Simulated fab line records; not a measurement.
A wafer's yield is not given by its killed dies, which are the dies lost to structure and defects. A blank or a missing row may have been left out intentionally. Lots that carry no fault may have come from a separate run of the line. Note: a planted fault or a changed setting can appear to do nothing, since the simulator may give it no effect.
Split-lot study :: flow n5-finfet :: route with 1938 steps; 7 lots, 21 wafers read

## ON THE SPLIT
At N5_PASSIVATION_EXPOSE_27 (exposes mask PAD, defocus 0 nm), the setting dose-mj was moved away from the recipe's 32.3 on 8 of the 21 wafers read, by -3.3% to +6.1%. For the rest of the wafers, this setting stayed at what the recipe calls for.

## FROM THE SPLIT TO THE READING: what the file shows between them, 3 steps
- N5_PASSIVATION_PEB_28
- N5_PASSIVATION_DEVELOP_29: develop time 60 s
- N5_PASSIVATION_HARDBAKE_31: time 120 s

## THE READING
cd-nm (nm) at N5_PASSIVATION_CD_MEAS_30, where the cd target is 4000 nm. On this fab line, fault-free wafers typically give 4000.0 nm with a standard deviation of 1.4 nm.

wafer: L078.3
tool, chamber at the split: krf-scanner-01, 0
dose-mj as run: 32.3
against the recipe: recipe
cd-nm, nm: 4000.8
against lot-mates on the recipe: -

wafer: L078.5
tool, chamber at the split: krf-scanner-01, 0
dose-mj as run: 32.3
against the recipe: recipe
cd-nm, nm: 4000.5
against lot-mates on the recipe: -

wafer: L078.6
tool, chamber at the split: krf-scanner-01, 0
dose-mj as run: 31.3
against the recipe: -3.1%
cd-nm, nm: 3995.2
against lot-mates on the recipe: -5.5

wafer: L081.1
tool, chamber at the split: krf-scanner-01, 0
dose-mj as run: 32.3
against the recipe: recipe
cd-nm, nm: 4001.1
against lot-mates on the recipe: -

wafer: L081.2
tool, chamber at the split: krf-scanner-01, 0
dose-mj as run: 33
against the recipe: +2.2%
cd-nm, nm: 4003.9
against lot-mates on the recipe: +3.5

wafer: L081.4
tool, chamber at the split: krf-scanner-01, 0
dose-mj as run: 32.3
against the recipe: recipe
cd-nm, nm: 3999.7
against lot-mates on the recipe: -

wafer: L082.1
tool, chamber at the split: krf-scanner-01, 0
dose-mj as run: 32.3
against the recipe: recipe
cd-nm, nm: 3999.4
against lot-mates on the recipe: -

wafer: L082.3
tool, chamber at the split: krf-scanner-01, 0
dose-mj as run: 32.3
against the recipe: recipe
cd-nm, nm: 4000.0
against lot-mates on the recipe: -

wafer: L082.6
tool, chamber at the split: krf-scanner-01, 0
dose-mj as run: 34.26
against the recipe: +6.1%
cd-nm, nm: 4010.9
against lot-mates on the recipe: +11.2

wafer: L084.1
tool, chamber at the split: krf-scanner-02, 0
dose-mj as run: 31.24
against the recipe: -3.3%
cd-nm, nm: 3992.7
against lot-mates on the recipe: no lot-mate on the recipe

wafer: L084.3
tool, chamber at the split: krf-scanner-02, 0
dose-mj as run: 31.24
against the recipe: -3.3%
cd-nm, nm: 3993.9
against lot-mates on the recipe: no lot-mate on the recipe

wafer: L084.5
tool, chamber at the split: krf-scanner-02, 0
dose-mj as run: 31.24
against the recipe: -3.3%
cd-nm, nm: 3994.1
against lot-mates on the recipe: no lot-mate on the recipe

wafer: L083.2
tool, chamber at the split: krf-scanner-02, 0
dose-mj as run: 32.3
against the recipe: recipe
cd-nm, nm: 4000.6
against lot-mates on the recipe: -

wafer: L083.5
tool, chamber at the split: krf-scanner-02, 0
dose-mj as run: 32.3
against the recipe: recipe
cd-nm, nm: 4001.0
against lot-mates on the recipe: -

wafer: L083.6
tool, chamber at the split: krf-scanner-02, 0
dose-mj as run: 32.3
against the recipe: recipe
cd-nm, nm: 4000.9
against lot-mates on the recipe: -

wafer: L096.2
tool, chamber at the split: krf-scanner-02, 0
dose-mj as run: 32.3
against the recipe: recipe
cd-nm, nm: 3996.6
against lot-mates on the recipe: -

wafer: L096.3
tool, chamber at the split: krf-scanner-02, 0
dose-mj as run: 32.3
against the recipe: recipe
cd-nm, nm: 3999.1
against lot-mates on the recipe: -

wafer: L096.6
tool, chamber at the split: krf-scanner-02, 0
dose-mj as run: 32.95
against the recipe: +2.0%
cd-nm, nm: 4002.5
against lot-mates on the recipe: +4.7

wafer: L097.2
tool, chamber at the split: krf-scanner-01, 0
dose-mj as run: 33.54
against the recipe: +3.8%
cd-nm, nm: 4006.8
against lot-mates on the recipe: +7.4

wafer: L097.3
tool, chamber at the split: krf-scanner-01, 0
dose-mj as run: 32.3
against the recipe: recipe
cd-nm, nm: 3999.9
against lot-mates on the recipe: -

wafer: L097.4
tool, chamber at the split: krf-scanner-01, 0
dose-mj as run: 32.3
against the recipe: recipe
cd-nm, nm: 3999.0
against lot-mates on the recipe: -

FIT RESULTS
A straight line over all 21 wafers: cd-nm changes by +1.8 nm for each +1% of dose-mj; r = +0.97; the points scatter about the line by 1.1 nm.
The same after taking each lot's own level away (the mean of its wafers on the recipe; 18 wafers): +1.85 nm for each +1%; r = +0.99; scatter 0.61 nm.
According to that fit, moving dose-mj by its largest amount changes the reading by 11 nm.
The span of the lots' own levels, 3997.85 to 4000.83 nm, comes to 2.1 times the standard deviation stated above.
Hence the lot-to-lot level has little effect on the slope; both slopes agree.
Check: +11.4 nm against its lot-mates is what the line predicts for one of the wafers moved furthest among these (+6.1%) when that wafer is left out of the fit. Against them it came out at +11.2 nm.

## OTHER SPLITS ON THESE WAFERS
Other splits were also applied to these wafers ahead of the reading. Each is held against what the fit with the lots' levels taken away leaves over:
other split on the same wafers: N5_BEOL_M15_EXPOSE_07 dose-mj
wafers away from the commonest value: 6
r with cd-nm (lot level and that fit taken away): +0.12

other split on the same wafers: N5_BEOL_M15_STRIP_64 pressure-mtorr
wafers away from the commonest value: 15
r with cd-nm (lot level and that fit taken away): +0.09

other split on the same wafers: N5_MIM_TOP_LITHO_EXPOSE_05 dose-mj
wafers away from the commonest value: 6
r with cd-nm (lot level and that fit taken away): +0.56

other split on the same wafers: N5_MIM_TOP_LITHO_PEB_06 peb-time-s
wafers away from the commonest value: as run: not given for these wafers
r with cd-nm (lot level and that fit taken away): -

## THE FILE'S OWN FIT
cd-nm changes by +1.86 nm for each +1% of dose-mj, r = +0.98.
